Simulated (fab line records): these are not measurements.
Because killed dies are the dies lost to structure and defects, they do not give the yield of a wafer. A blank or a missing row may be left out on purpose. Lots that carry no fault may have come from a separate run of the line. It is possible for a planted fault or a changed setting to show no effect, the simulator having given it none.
A struck lot beside a sound one -- flow nand-harc -- 15 steps out of a route of 1302
Sound: wafers L945.2, L945.3, L945.4. The struck wafers were L938.2, L938.3, L938.6. The cause comes at the end.
For every step that has rows: the tool of each side, followed by ch and its chambers, followed by its first start. Under that, the readings that differ: sound wafers -- struck wafers -- difference of the means -- sigmas: that difference in standard deviations of wafers without a fault.
alike: a reading whose means differ by less than 2 such deviations, as well as words and numbers matching on both sides. not compared: withheld readings; readings where some wafer has no value; bounds like >300 that might hide an equal value; numbers whose values overlap and for which the record gives no deviation.
Wherever a step has rows on one side only, a row that says differs or no value, or a row with sigmas, the two part there. Non-overlapping numbers with no deviation appear without sigmas and do not part them. Lack of a reading on every wafer of one side parts them only where that side has two or more wafers.

NHARC_P_START_INSPECT_01:
  sound on defect-inspect-01, day 6 20:02; struck on defect-inspect-02, day 3 22:02
  alike: raw-defect-count
then, 9 steps without rows for these wafers: NHARC_P_ZERO_WELL_PRECLEAN_00 (cleans in SPM, time 600 s); NHARC_P_ZERO_WELL_SRD_01; NHARC_P_ZERO_WELL_PECVD_02 (deposits SiO2, target thk 10 nm); NHARC_P_ZERO_WELL_DEHYDRATE_03 (time 120 s); NHARC_P_ZERO_WELL_HMDS_04 (time 30 s); NHARC_P_ZERO_WELL_COAT_64 (time 65 s); NHARC_P_ZERO_WELL_COAT_05 (resist thk 600 nm); NHARC_P_ZERO_WELL_SOFTBAKE_06 (time 70 s); NHARC_P_ZERO_WELL_EBR_07.
NHARC_P_ZERO_WELL_EXPOSE_08: exposes mask P ZERO, target cd 500 nm.
  sound on krf-scanner-02 ch 0, day 6 20:58; struck on krf-scanner-01 ch 0, day 3 23:05
reading,sound,struck,difference,sigmas
exposure-dose-mJ-cm2,33.80 33.78 33.76,46.37 46.36 46.37,+12.59,+99 or more
  alike: mask
then, 2 steps without rows for these wafers: NHARC_P_ZERO_WELL_PEB_09 (peb time 80 s); NHARC_P_ZERO_WELL_DEVELOP_10 (time 50 s).
NHARC_P_ZERO_WELL_CD_MEAS_11: the cd target is 500 nm.
  sound on cd-sem-03 ch 0, day 6 21:07; struck on cd-sem-02 ch 0, day 3 23:14
reading,sound,struck,difference,sigmas
cd-nm (nm),499.8 499.2 500.9,559.6 556.0 561.5,+59.1,+28
then, 1 step without rows for these wafers: NHARC_P_ZERO_WELL_HARDBAKE_12 (time 65 s).

WHERE THEY PART
Last at NHARC_P_ZERO_WELL_CD_MEAS_11 as far as this record goes, first at NHARC_P_ZERO_WELL_EXPOSE_08.

WHY: what the simulator had put in
Drift in process parameters on krf-scanner-01 at NHARC_P_ZERO_WELL_EXPOSE_08, starting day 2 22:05. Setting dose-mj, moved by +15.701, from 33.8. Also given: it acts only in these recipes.
